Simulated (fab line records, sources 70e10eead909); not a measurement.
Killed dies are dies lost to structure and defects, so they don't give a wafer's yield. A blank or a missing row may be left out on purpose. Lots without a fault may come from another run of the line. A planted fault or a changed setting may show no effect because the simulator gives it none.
Chamber matching | flow nand_harc | NHARC_A_WL_FILL_ALD_02 on ald_metal-03: 4 sister chambers
The step deposits TiN, target thk 2 nm, pulse time 3 s, ald cycles 100. 8 wafers are shown with their chamber, then 6 later ones without.

WAFERS WITH THEIR CHAMBER
wafer  | chamber | heater_power_w (W) | precursor_pulse_height_rel
L812.3 | 0       | 1106               | 0.990
L812.6 | 3       | 861                | 0.996
L814.2 | 2       | 1289               | 0.999
L816.2 | 0       | 1100               | 0.990
L816.3 | 3       | 852                | 1.011
L816.4 | 1       | 1091               | 1.001
L819.2 | 1       | 1090               | 0.995
L819.3 | 2       | 1321               | 0.990

WAFERS WITHOUT THEIR CHAMBER
wafer  | heater_power_w (W) | precursor_pulse_height_rel
L819.5 | 1072               | 0.989
L824.1 | 1104               | 1.005
L824.3 | 1114               | 1.010
L829.1 | 1092               | 0.986
L829.2 | 1285               | 0.963
L829.3 | 1083               | 1.042

WHICH CHAMBER EACH WENT THROUGH
wafer  | from the rows above     | in truth
L819.5 | can't be placed: 1 or 0 | 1
L824.1 | can't be placed: 1 or 0 | 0
L824.3 | can't be placed: 1 or 0 | 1
L829.1 | can't be placed: 0 or 1 | 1
L829.2 | 2                       | 2
L829.3 | can't be placed: 1 or 0 | 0
Placed correctly: 1 of 6. Can't be placed from these rows: 5 (the true chamber is among the candidates in 5). Placed wrongly: 0.
How it was worked out, from the rows above alone: a wafer's distance from a chamber is the root of the sum, over the readings, of the square of ((its reading less the chamber's mean) divided by the reading's scatter). The wafer belongs to the nearest chamber; if the next one is less than 2 further off, it can't be placed. A chamber's mean is the mean of its shown wafers. The scatter: the root of (the sum of the squares of (reading less its chamber's mean) over the shown wafers, divided by (wafers less chambers)).
